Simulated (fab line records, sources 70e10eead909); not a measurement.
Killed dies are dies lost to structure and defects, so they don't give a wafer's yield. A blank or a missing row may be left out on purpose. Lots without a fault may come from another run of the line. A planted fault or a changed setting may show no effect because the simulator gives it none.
One fault seen from 2 desks | flow nand_harc | each desk has only its own numbers; what lay behind them comes last

THE METROLOGY DESK
What the gauges read, lot by lot, whatever tool the lot ran on: means of the sampled wafers that have a number. A lot is out of limits, marked OUT, if its mean lies more than 4 standard deviations from the usual mean; the brackets give that distance.
Columns: A = cd_nm at NHARC_A_CHANNEL_HOLE_D1_CD_MEAS_10, usual 100.1 nm; B = overlay_x_nm at NHARC_A_CHANNEL_HOLE_D1_OVL_MEAS_11, usual -0.1 nm; C = overlay_y_nm at NHARC_A_CHANNEL_HOLE_D1_OVL_MEAS_11, usual 0.0 nm
lot  | first seen here | A     | B    | C
L238 | day 9 03:44     | 100.8 | 0.8  | -0.5
L242 | day 10 09:24    | 99.9  | -0.5 | -0.8
L252 | day 14 18:26    | 101.3 | -0.9 | 1.9
L253 | day 15 01:29    | 101.4 | 1.0  | 0.5
L258 | day 17 10:47    | 100.8 | 0.6  | -0.6
L259 | day 17 12:49    | 99.7  | -0.2 | -0.2
This desk's finding: nothing out of limits on any of the 6 lots.

THE DEFECT DESK
What the inspections along the route counted, lot by lot: means of the sampled wafers that have a number. A lot is out of limits, marked OUT, if its mean lies more than 4 standard deviations from the usual mean; the brackets give that distance.
Columns: A = raw_defect_count at NHARC_A_ONON_D1_INSPECT_32, usual 73; B = raw_defect_count at NHARC_A_CHANNEL_HOLE_D1_INSPECT_12, usual 5.5
lot  | first seen here | A   | B
L238 | day 8 19:22     | 54  | 3.7
L242 | day 10 06:40    | 52  | 5.0
L252 | day 14 15:52    | 162 | 9.3
L253 | day 14 21:06    | 71  | 4.3
L258 | day 17 05:50    | 50  | 5.0
L259 | day 17 05:58    | 83  | 7.0
This desk's finding: nothing out of limits on any of the 6 lots.

PUT TOGETHER
The metrology desk saw nothing out of limits.
The defect desk saw nothing out of limits.

WHAT THE SIMULATOR HAD PUT IN
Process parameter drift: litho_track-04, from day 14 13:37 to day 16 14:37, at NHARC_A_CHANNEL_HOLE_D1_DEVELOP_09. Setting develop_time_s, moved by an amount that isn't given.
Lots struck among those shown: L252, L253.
